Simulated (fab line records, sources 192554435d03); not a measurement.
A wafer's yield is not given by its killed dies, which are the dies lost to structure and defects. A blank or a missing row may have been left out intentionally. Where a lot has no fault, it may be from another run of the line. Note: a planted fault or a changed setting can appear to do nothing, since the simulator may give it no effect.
fab line records ; flow n5_finfet ; part 2 of 2: steps 4 to 6 of 6
record lots=22; wafers=66; last_day=19
route steps=1938 shown BEOL_M6@1212 BEOL_M7@1264
lots with no fault: from the same line, run without faults
start_h: hours from the record's first day to the start of the lot's first wafer shown ; wait_h: hours elapsed since this lot's preceding step ; " the same as in the row above ; L1.1+2: a single row standing in for several wafers ; - no value present, or no start provided ; * or withheld: withheld ; < > ~ a bound
route shown NAME@n: NAME is a module with steps in the file, n the number in the route of the first one ; usual: mean/standard deviation taken from wafers without a fault ; same: alike in all rows ; chamber/n: place in a boat ; sites: each site's reading ; _std_site: the values' standard deviation ; _edge_site: inner sites' mean taken away from outer sites' mean ; radius_mm: for every site, how far away it sits from the centre of the wafer ; mask NAME#n: copy n ; behind: the tool/chamber that last shaped the wafer ; hold: why the lot was held/for how many hours/how that ended ; device: the n, p or np transistor that did not switch ; end of line: the route-end tests of the same wafers ; for a step that has no rows: nothing shown but its recipe ; killed: dies that structure and defects cost at the first sort, which is not the same as the wafer's yield ; map: shows each die of a wafer: x if killed, . if not, _ if none is there
set.NAME: the setting as run; set.NAME@STEP: as run at that earlier step ; model.NAME: the simulator's own value behind a step, which no gauge read
steps of the route over a sample of lots; a table a step, a row a wafer
services: from which hour (start_h, from the record's first day; less than 0 if before it) a tool's chamber was out of use, for how many hours, and why
## steps
# step N5_BEOL_M6_ETCH_41
# recipe chemistry=CH3F/O2; target=SiCN; target_depth_a=297; taper_deg=2; time_s=52; ion_energy_ev=120; mask_material=TiN; pressure_mtorr=30; source_w=395; bias_w=75; Ar_flow_sccm=150; CH3F_flow_sccm=30; O2_flow_sccm=20
# usual O2_flow_sccm=19.99/0.056; drypump_motor_current_A=5.7/0.61; oes_product_au=0.80/0.074; rf_vpp_V=297.8/1.5; showerhead_plenum_p_Torr=2.02/0.067; throttle_valve_pct=16.33/0.27
# same time_s=52
lot.wafer;tool;chamber;start_h;wait_h;O2_flow_sccm;drypump_motor_current_A;oes_product_au;rf_hours_counter_h;rf_vpp_V;showerhead_plenum_p_Torr;throttle_valve_pct
L076.3;rie_diel-04;0;-;-;20.15;6.2;0.70;204;296.9;2.00;16.76
L076.4;rie_diel-04;1;-;-;20.01;6.3;0.88;29;297.3;2.06;16.00
L076.6;rie_diel-04;3;-;-;20.13;6.2;0.73;-;299.6;2.08;16.59
L074.1;rie_diel-05;3;-;-;20.08;5.7;0.83;72;296.2;1.93;16.02
L074.4;rie_diel-05;1;-;-;20.03;5.5;0.72;198;300.5;2.07;16.63
L074.6;rie_diel-05;2;-;-;20.05;6.6;0.83;-;298.0;2.02;16.10
L075.2;rie_diel-04;1;-;-;19.98;6.3;0.88;30;298.7;2.06;15.99
L075.4;rie_diel-04;1;-;-;20.06;6.3;0.89;-;298.4;2.06;15.99
L075.6;rie_diel-04;0;-;-;19.94;6.2;0.70;-;294.8;2.00;16.74
L078.1;rie_diel-03;3;-;-;19.94;5.1;0.86;49;295.8;1.96;16.10
L078.3;rie_diel-03;0;-;-;20.00;5.7;0.91;23;300.1;2.13;16.22
L078.5;rie_diel-03;1;-;-;20.02;4.7;0.82;-;296.2;1.95;16.49
L079.2;rie_diel-05;1;-;-;20.01;5.5;0.72;208;298.3;2.07;16.66
L079.5;rie_diel-05;3;-;-;20.00;5.7;0.81;-;297.1;1.93;16.06
L079.6;rie_diel-05;0;-;-;19.94;5.1;0.83;-;296.8;2.03;16.10
L081.3;rie_diel-05;3;-;-;19.94;5.7;0.80;81;296.6;1.93;16.03
L081.5;rie_diel-05;0;-;-;20.06;5.1;0.83;-;297.7;2.03;16.09
L081.6;rie_diel-05;3;-;-;19.89;5.7;0.81;-;296.0;1.93;16.05
L080.1;rie_diel-04;1;-;-;19.93;6.3;0.87;41;298.6;2.05;16.01
L080.2;rie_diel-04;0;-;-;19.98;6.2;0.70;217;297.5;1.99;16.78
L080.4;rie_diel-04;3;-;-;19.94;6.2;0.72;205;298.0;2.07;16.62
L082.1;rie_diel-03;1;-;-;19.98;4.7;0.82;85;296.6;1.94;16.52
L082.3;rie_diel-03;3;-;-;19.91;5.1;0.83;57;294.7;1.95;16.12
L082.4;rie_diel-03;0;-;-;19.98;5.7;0.89;32;300.3;2.13;16.24
L083.1;rie_diel-05;2;-;-;19.99;6.6;0.82;84;297.0;2.02;16.11
L083.4;rie_diel-05;1;-;-;19.95;5.5;0.71;214;299.1;2.07;16.68
L083.6;rie_diel-05;2;-;-;19.93;6.6;0.81;-;297.3;2.02;16.10
L085.2;rie_diel-04;2;-;-;19.97;4.9;0.94;20;298.8;2.14;16.09
L085.4;rie_diel-04;0;-;-;20.01;6.2;0.70;224;296.6;1.99;16.79
L085.5;rie_diel-04;2;-;-;20.00;4.9;0.93;-;299.9;2.14;16.09
L086.1;rie_diel-04;3;-;-;19.99;6.2;0.71;217;297.5;2.07;16.64
L086.2;rie_diel-04;1;-;-;20.03;6.3;0.86;52;297.6;2.05;16.03
L086.3;rie_diel-04;0;-;-;19.96;6.2;0.69;228;297.9;1.99;16.78
L088.1;rie_diel-04;3;-;-;19.89;6.2;0.71;219;298.6;2.07;16.64
L088.3;rie_diel-04;1;-;-;20.04;6.2;0.85;54;298.1;2.05;16.06
L088.4;rie_diel-04;2;-;-;20.07;4.9;0.91;27;298.6;2.13;16.10
L089.1;rie_diel-05;1;-;-;19.95;5.5;0.70;227;297.8;2.06;16.70
L089.3;rie_diel-05;2;-;-;19.95;6.6;0.81;95;299.3;2.01;16.15
L089.6;rie_diel-05;3;-;-;20.11;5.7;0.80;-;296.9;1.92;16.09
L087.2;rie_diel-03;2;-;-;20.00;5.1;0.80;103;297.9;1.95;16.48
L087.4;rie_diel-03;0;-;-;19.90;5.7;0.86;48;299.9;2.12;16.26
L087.6;rie_diel-03;1;-;-;19.95;4.7;0.80;-;296.7;1.94;16.53
L091.1;rie_diel-03;2;-;-;19.99;5.1;0.81;104;295.3;1.95;16.48
L091.3;rie_diel-03;3;-;-;20.01;5.1;0.81;73;296.0;1.95;16.14
L091.4;rie_diel-03;0;-;-;19.97;5.7;0.87;49;300.8;2.12;16.26
L090.1;rie_diel-04;3;-;-;20.04;6.2;0.71;227;298.3;2.06;16.64
L090.2;rie_diel-04;2;-;-;20.05;4.9;0.90;33;298.6;2.13;16.11
L090.4;rie_diel-04;1;-;-;20.02;6.3;0.84;60;297.3;2.05;16.05
L092.2;rie_diel-03;2;-;-;20.01;5.1;0.79;113;294.1;1.95;16.50
L092.3;rie_diel-03;0;-;-;20.04;5.7;0.85;57;300.1;2.12;16.27
L092.5;rie_diel-03;1;-;-;19.87;4.7;0.79;-;296.4;1.94;16.56
L095.1;rie_diel-03;0;-;-;20.08;5.7;0.86;63;300.5;2.12;16.28
L095.2;rie_diel-03;2;-;-;19.90;5.1;0.79;119;296.5;1.95;16.51
L095.3;rie_diel-03;1;-;-;20.02;4.7;0.79;118;295.5;1.93;16.55
L094.2;rie_diel-05;1;-;-;19.98;5.5;0.69;242;297.3;2.06;16.71
L094.5;rie_diel-05;1;-;-;19.99;5.5;0.69;-;299.4;2.06;16.72
L094.6;rie_diel-05;2;-;-;19.95;6.6;0.80;-;296.8;2.01;16.16
L093.1;rie_diel-05;2;-;-;20.04;6.6;0.78;111;297.2;2.01;16.19
L093.2;rie_diel-05;1;-;-;19.95;5.5;0.68;243;300.8;2.06;16.72
L093.6;rie_diel-05;3;-;-;20.00;5.7;0.78;-;295.3;1.91;16.12
L096.1;rie_diel-05;3;-;-;19.98;5.7;0.77;118;295.7;1.91;16.11
L096.2;rie_diel-05;2;-;-;20.10;6.6;0.78;115;298.2;2.01;16.16
L096.6;rie_diel-05;1;-;-;20.04;5.5;0.68;-;298.9;2.06;16.72
L097.1;rie_diel-04;3;-;-;19.98;6.2;0.70;242;298.8;2.06;16.68
L097.3;rie_diel-04;2;-;-;19.97;4.9;0.88;49;299.9;2.13;16.15
L097.5;rie_diel-04;1;-;-;20.07;6.3;0.84;-;297.5;2.04;16.10
# step N5_BEOL_M6_SURFACE_TREAT_79
# recipe gas=Ar; time_s=*; ion_energy_ev=*; ion_current_ma_cm2=0.5; pressure_mtorr=*; ar_flow_sccm=30
# usual throttle_valve_pct=*
# same time_s=*
lot.wafer;tool;chamber;start_h;wait_h;throttle_valve_pct
L076.3;pvd_sputter-03;-;223.61;0.2;*
L076.4;pvd_sputter-03;-;223.61;0.2;*
L076.6;pvd_sputter-03;-;223.61;0.2;*
L074.1;pvd_sputter-02;-;225.34;0.4;*
L074.4;pvd_sputter-02;-;225.34;0.4;*
L074.6;pvd_sputter-02;-;225.34;0.4;*
L075.2;pvd_sputter-01;-;225.35;0.3;*
L075.4;pvd_sputter-01;-;225.35;0.3;*
L075.6;pvd_sputter-01;-;225.35;0.3;*
L078.1;pvd_sputter-02;-;233.16;0.2;*
L078.3;pvd_sputter-02;-;233.16;0.2;*
L078.5;pvd_sputter-02;-;233.16;0.2;*
L079.2;pvd_sputter-03;-;246.88;0.2;*
L079.5;pvd_sputter-03;-;246.88;0.2;*
L079.6;pvd_sputter-03;-;246.88;0.2;*
L081.3;pvd_sputter-02;-;254.33;0.2;*
L081.5;pvd_sputter-02;-;254.33;0.2;*
L081.6;pvd_sputter-02;-;254.33;0.2;*
L080.1;pvd_sputter-01;-;257.41;0.4;*
L080.2;pvd_sputter-01;-;257.41;0.4;*
L080.4;pvd_sputter-01;-;257.41;0.4;*
L082.1;pvd_sputter-03;-;260.81;0.4;*
L082.3;pvd_sputter-03;-;260.81;0.4;*
L082.4;pvd_sputter-03;-;260.81;0.4;*
L083.1;pvd_sputter-01;-;266.06;0.2;*
L083.4;pvd_sputter-01;-;266.06;0.2;*
L083.6;pvd_sputter-01;-;266.06;0.2;*
L085.2;pvd_sputter-02;-;281.44;0.2;*
L085.4;pvd_sputter-02;-;281.44;0.2;*
L085.5;pvd_sputter-02;-;281.44;0.2;*
L086.1;pvd_sputter-02;-;297.92;2.6;*
L086.2;pvd_sputter-02;-;297.92;2.6;*
L086.3;pvd_sputter-02;-;297.92;2.6;*
L089.1;pvd_sputter-02;-;303.34;0.2;*
L089.3;pvd_sputter-02;-;303.34;0.2;*
L089.6;pvd_sputter-02;-;303.34;0.2;*
L088.1;pvd_sputter-02;-;303.58;0.2;*
L088.3;pvd_sputter-02;-;303.58;0.2;*
L088.4;pvd_sputter-02;-;303.58;0.2;*
L087.2;pvd_sputter-03;-;305.33;0.2;*
L087.4;pvd_sputter-03;-;305.33;0.2;*
L087.6;pvd_sputter-03;-;305.33;0.2;*
L091.1;pvd_sputter-03;-;306.67;0.3;*
L091.3;pvd_sputter-03;-;306.67;0.3;*
L091.4;pvd_sputter-03;-;306.67;0.3;*
L090.1;pvd_sputter-01;-;322.82;0.2;*
L090.2;pvd_sputter-01;-;322.82;0.2;*
L090.4;pvd_sputter-01;-;322.82;0.2;*
L092.2;pvd_sputter-01;-;327.16;0.4;*
L092.3;pvd_sputter-01;-;327.16;0.4;*
L092.5;pvd_sputter-01;-;327.16;0.4;*
L095.1;pvd_sputter-01;-;346.23;0.2;*
L095.2;pvd_sputter-01;-;346.23;0.2;*
L095.3;pvd_sputter-01;-;346.23;0.2;*
L094.2;pvd_sputter-03;-;347.22;0.6;*
L094.5;pvd_sputter-03;-;347.22;0.6;*
L094.6;pvd_sputter-03;-;347.22;0.6;*
L093.1;pvd_sputter-03;-;350.04;1.4;*
L093.2;pvd_sputter-03;-;350.04;1.4;*
L093.6;pvd_sputter-03;-;350.04;1.4;*
L096.1;pvd_sputter-02;-;360.58;0.5;*
L096.2;pvd_sputter-02;-;360.58;0.5;*
L096.6;pvd_sputter-02;-;360.58;0.5;*
L097.1;pvd_sputter-01;-;366.59;0.3;*
L097.3;pvd_sputter-01;-;366.59;0.3;*
L097.5;pvd_sputter-01;-;366.59;0.3;*
# step N5_BEOL_M7_CURE_74
# recipe temp_c=385; time_s=240; ambient=He/Ar; material=SiCOH_lowk
# usual lamp_power_pct=52.31/0.056; wafer_temp_C_max=386.7/0.78
# same time_s=240
lot.wafer;tool;chamber;start_h;wait_h;lamp_power_pct;wafer_temp_C_max
L076.3;uv_cure-03;0;226.02;0.4;52.32;387.6
L076.4;uv_cure-03;0;226.02;0.4;52.24;387.5
L076.6;uv_cure-03;0;226.02;0.4;52.29;387.3
L074.1;uv_cure-03;0;227.09;0.0;52.31;387.5
L074.4;uv_cure-03;0;227.09;0.0;52.19;388.5
L074.6;uv_cure-03;0;227.09;0.0;52.31;387.6
L075.2;uv_cure-02;0;228.08;0.1;52.27;386.5
L075.4;uv_cure-02;0;228.08;0.1;52.35;386.1
L075.6;uv_cure-02;0;228.08;0.1;52.32;386.5
L078.1;uv_cure-02;0;234.94;0.0;52.37;387.3
L078.3;uv_cure-02;0;234.94;0.0;52.44;387.1
L078.5;uv_cure-02;0;234.94;0.0;52.19;386.6
L079.2;uv_cure-03;2;249.67;1.3;52.30;386.2
L079.5;uv_cure-03;2;249.67;1.3;52.38;386.0
L079.6;uv_cure-03;2;249.67;1.3;52.37;386.3
L081.3;uv_cure-01;2;255.79;0.2;52.37;386.0
L081.5;uv_cure-01;2;255.79;0.2;52.38;386.2
L081.6;uv_cure-01;2;255.79;0.2;52.37;386.0
L080.1;uv_cure-03;2;260.19;0.1;52.25;386.0
L080.2;uv_cure-03;2;260.19;0.1;52.32;385.7
L080.4;uv_cure-03;2;260.19;0.1;52.24;386.2
L082.1;uv_cure-01;1;262.55;0.0;52.22;388.2
L082.3;uv_cure-01;1;262.55;0.0;52.24;387.8
L082.4;uv_cure-01;1;262.55;0.0;52.32;388.4
L083.1;uv_cure-01;2;268.95;0.1;52.36;385.8
L083.4;uv_cure-01;2;268.95;0.1;52.41;386.2
L083.6;uv_cure-01;2;268.95;0.1;52.23;385.9
L085.2;uv_cure-01;2;282.84;0.1;52.37;386.6
L085.4;uv_cure-01;2;282.84;0.1;52.35;386.4
L085.5;uv_cure-01;2;282.84;0.1;52.30;386.4
L086.1;uv_cure-02;0;299.81;0.3;52.34;386.8
L086.2;uv_cure-02;0;299.81;0.3;52.23;386.4
L086.3;uv_cure-02;0;299.81;0.3;52.27;386.8
L089.1;uv_cure-01;2;305.09;0.0;52.28;386.0
L089.3;uv_cure-01;2;305.09;0.0;52.26;385.9
L089.6;uv_cure-01;2;305.09;0.0;52.30;386.2
L088.1;uv_cure-03;2;305.61;0.0;52.31;386.1
L088.3;uv_cure-03;2;305.61;0.0;52.37;385.6
L088.4;uv_cure-03;2;305.61;0.0;52.30;386.3
L087.2;uv_cure-01;1;306.83;0.1;52.40;387.2
L087.4;uv_cure-01;1;306.83;0.1;52.26;387.6
L087.6;uv_cure-01;1;306.83;0.1;52.32;389.4
L091.1;uv_cure-02;1;307.97;0.0;52.24;387.4
L091.3;uv_cure-02;1;307.97;0.0;52.23;387.6
L091.4;uv_cure-02;1;307.97;0.0;52.29;387.0
L090.1;uv_cure-03;2;324.13;0.0;52.32;385.8
L090.2;uv_cure-03;2;324.13;0.0;52.32;386.5
L090.4;uv_cure-03;2;324.13;0.0;52.28;386.4
L092.2;uv_cure-03;1;329.21;0.1;52.32;386.9
L092.3;uv_cure-03;1;329.21;0.1;52.26;387.4
L092.5;uv_cure-03;1;329.21;0.1;52.24;387.7
L095.1;uv_cure-01;2;347.62;0.1;52.31;385.7
L095.2;uv_cure-01;2;347.62;0.1;52.26;386.4
L095.3;uv_cure-01;2;347.62;0.1;52.28;385.7
L094.2;uv_cure-02;2;348.83;0.2;52.37;386.6
L094.5;uv_cure-02;2;348.83;0.2;52.33;387.0
L094.6;uv_cure-02;2;348.83;0.2;52.35;387.0
L093.1;uv_cure-01;2;351.64;0.0;52.19;386.3
L093.2;uv_cure-01;2;351.64;0.0;52.31;385.9
L093.6;uv_cure-01;2;351.64;0.0;52.36;386.2
L096.1;uv_cure-02;0;362.10;0.1;52.23;386.3
L096.2;uv_cure-02;0;362.10;0.1;52.41;386.4
L096.6;uv_cure-02;0;362.10;0.1;52.39;387.2
L097.1;uv_cure-01;1;369.41;0.0;52.33;387.0
L097.3;uv_cure-01;1;369.41;0.0;52.30;388.3
L097.5;uv_cure-01;1;369.41;0.0;52.33;387.5
## services
tool;chamber;start_h;hours;kind
rie_diel-04;2;196.02;-;clean
rie_diel-04;2;196.02;-;consumable_replace:focus_ring
rie_diel-04;2;196.02;-;consumable_replace:showerhead
rie_diel-04;2;196.02;23.0;scheduled_down
rie_diel-04;2;196.02;23.0;vent_cycle
uv_cure-03;-;200.02;7.5;pm
rie_diel-04;2;224.75;4.2;repair
rie_diel-04;1;232.41;6.1;repair
uv_cure-02;-;248.32;1.0;pm
rie_diel-04;0;267.86;1.3;repair
rie_diel-03;-;317.11;0.4;repair
rie_diel-03;-;340.17;4.3;pm
rie_diel-04;0;355.39;-;clean
rie_diel-04;0;355.39;-;consumable_replace:focus_ring
rie_diel-05;1;364.60;-;clean
rie_diel-05;1;364.60;-;consumable_replace:focus_ring
rie_diel-05;1;364.60;27.4;scheduled_down
rie_diel-05;1;364.60;27.4;vent_cycle
